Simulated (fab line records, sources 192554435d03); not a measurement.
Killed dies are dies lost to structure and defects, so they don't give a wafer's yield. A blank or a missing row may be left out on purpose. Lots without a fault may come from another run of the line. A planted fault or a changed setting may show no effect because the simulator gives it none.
A struck lot beside a sound one | flow n5_finfet | 37 steps out of a route of 1938
Sound: wafers L457.1, L457.2, L457.4. Struck: wafer L465.1. (L465.5 of the same lot was not struck and is left out.) The cause comes at the end.
At each step with rows: each side's tool, then ch and its chambers, then its first start. Under that, the readings that differ: sound wafers | struck wafers | difference of the means | sigmas: that difference in standard deviations of wafers without a fault.
alike: readings whose means differ by less than 2 such deviations, and words and numbers that are the same on both sides. not compared: withheld readings, readings that some wafer has no value for, bounds like >300 that may hide the same value, and numbers for which the record gives no deviation and whose values overlap.
The two part at a step that has a row with sigmas, a row that says differs or no value, or rows on one side only. Numbers that don't overlap but have no deviation are shown without sigmas and don't part them. A reading that every wafer of one side lacks parts them only if that side has two wafers or more.

first, 9 steps without rows for these wafers: N5_WELL_APT_DESCUM_30 (chemistry O2, time 7.9 s); N5_WELL_APT_IMPLANT_31; N5_WELL_APT_IMPLANT_32; N5_WELL_APT_STRIP_33 (strips in SPM, time 900 s); N5_WELL_APT_RTA_34 (time 10 s); N5_WELL_APT_OXIDE_STRIP_42 (strips SiO2 in dHF, time 45 s, target depth 12 nm); N5_WELL_APT_PRECLEAN_36 (cleans in O3/DIW, time 45 s); N5_WELL_APT_PRECLEAN_39 (cleans in dHF, time 60 s); N5_WELL_APT_SRD_37 (time 30 s).
N5_WELL_APT_EPI_41: deposits Si from SiH4/H2, target thk 50 nm, time 297.7 s.
  sound on epi_rpcvd-04 ch 0, day 2 10:01; struck on epi_rpcvd-02 ch 0, day 4 10:01
  reading                                 | sound            | struck | difference | sigmas
  model.Si_of_WELL_APT_EPI_41.thk_nm (nm) | 49.73 49.83 49.5 | 57.23  | +7.54      |
  alike: throttle_valve_pct
then, 24 steps without rows for these wafers: N5_PMOS_HMC_CHANNEL_EPI_HM_DEP_34 (deposits SiO2 from TEOS/O2, target thk 36 nm, time 6.9 s); N5_PMOS_HMC_CHANNEL_EPI_COAT_31 (time 60 s, resist thk 66 nm); N5_PMOS_HMC_CHANNEL_EPI_COAT_03 (resist thk 205 nm); N5_PMOS_HMC_CHANNEL_EPI_EBR_05; N5_PMOS_HMC_CHANNEL_EPI_SOFTBAKE_04 (time 60 s); N5_PMOS_HMC_CHANNEL_EPI_EXPOSE_06 (exposes mask PMOS HMC BLK, target cd 240 nm); N5_PMOS_HMC_CHANNEL_EPI_PEB_07 (peb time 60 s); N5_PMOS_HMC_CHANNEL_EPI_DEVELOP_08 (develop time 30 s); N5_PMOS_HMC_CHANNEL_EPI_DESCUM_14 (chemistry O2, time 7.9 s); N5_PMOS_HMC_CHANNEL_EPI_ETCH_32 (etches BARC in N2/H2, stops on SiO2, target depth 85.8 nm, time 50.3 s); N5_PMOS_HMC_CHANNEL_EPI_HM_OPEN_15 (chemistry CHF3/O2, target SiO2, target depth 40.6 nm, time 20.3 s); N5_PMOS_HMC_CHANNEL_EPI_STRIP_33 (strips in N2/H2); N5_PMOS_HMC_CHANNEL_EPI_STRIP_17 (strips in SPM, time 750 s); N5_PMOS_HMC_CHANNEL_EPI_ETCH_38 (etches SiO2 in CF4, target depth 1.5 nm); N5_PMOS_HMC_CHANNEL_EPI_FIN_RECESS_16 (chemistry HBr/Cl2, target Si, target depth 54 nm, time 18 s); N5_PMOS_HMC_CHANNEL_EPI_PRECLEAN_36 (cleans in O3/DIW, time 45 s); N5_PMOS_HMC_CHANNEL_EPI_PRECLEAN_18 (cleans in DHF, time 30 s); N5_PMOS_HMC_CHANNEL_EPI_SRD_19 (time 30 s); N5_PMOS_HMC_CHANNEL_EPI_EPI_20 (deposits SiGe30, target thk 59 nm); N5_PMOS_HMC_CHANNEL_EPI_HM_STRIP_35 (strips SiO2 in dHF, material SiO2, target depth 39.6 nm, time 216 s); N5_PMOS_HMC_CHANNEL_EPI_SRD_39 (time 30 s); N5_PMOS_HMC_CHANNEL_EPI_CMP_21 (polishes SiGe30, target thk 54 nm); N5_PMOS_HMC_CHANNEL_EPI_PRECLEAN_40 (cleans in DHF, time 30 s); N5_PMOS_HMC_CHANNEL_EPI_PRECLEAN_37 (cleans in O3/DIW, time 45 s).
N5_SD_EPI_N_STRIP_18: strips in SPM, time 750 s.
  sound on wet_bench-05 ch 2,4,5, day 3 19:20; struck on wet_bench-05 ch 5, day 5 22:08
  reading                                 | sound   | struck | difference | sigmas
  model.Si_of_WELL_APT_EPI_41.thk_nm (nm) | 7 8 6.6 | 16     | +9         |
  alike: bath_guard_temp_C
-- the record jumps here: 6 days lie between the struck wafers' starts before and after (it left off in module SD_EPI_N and takes up again in module BEOL_M4, whose first step shown is number 1111 of the route) --
N5_BEOL_M4_RC_MEAS_101:
  sound on prober-01 ch 0, day 8 20:47; struck on prober-01 ch 0, day 11 11:11
  reading           | sound          | struck | difference | sigmas
  CJ_N              | 4.44 4.35 4.49 | 3.40   | -1.03      | -9
  RS_PWELL (ohm/sq) | 3061 3043 3046 | 2913   | -137       | -5
  alike: DIBL_N, DIBL_P, IOFF_N, IOFF_P, ION_N, ION_P, SS_N, SS_P, VT_N, VT_P
N5_PASSIVATION_PROBE_49:
  the record has rows for the sound wafers here (prober-01, day 13 03:47) and none for the struck ones

WHERE THEY PART
First at N5_BEOL_M4_RC_MEAS_101; last, within this record, at N5_PASSIVATION_PROBE_49.

WHY: what the simulator had put in
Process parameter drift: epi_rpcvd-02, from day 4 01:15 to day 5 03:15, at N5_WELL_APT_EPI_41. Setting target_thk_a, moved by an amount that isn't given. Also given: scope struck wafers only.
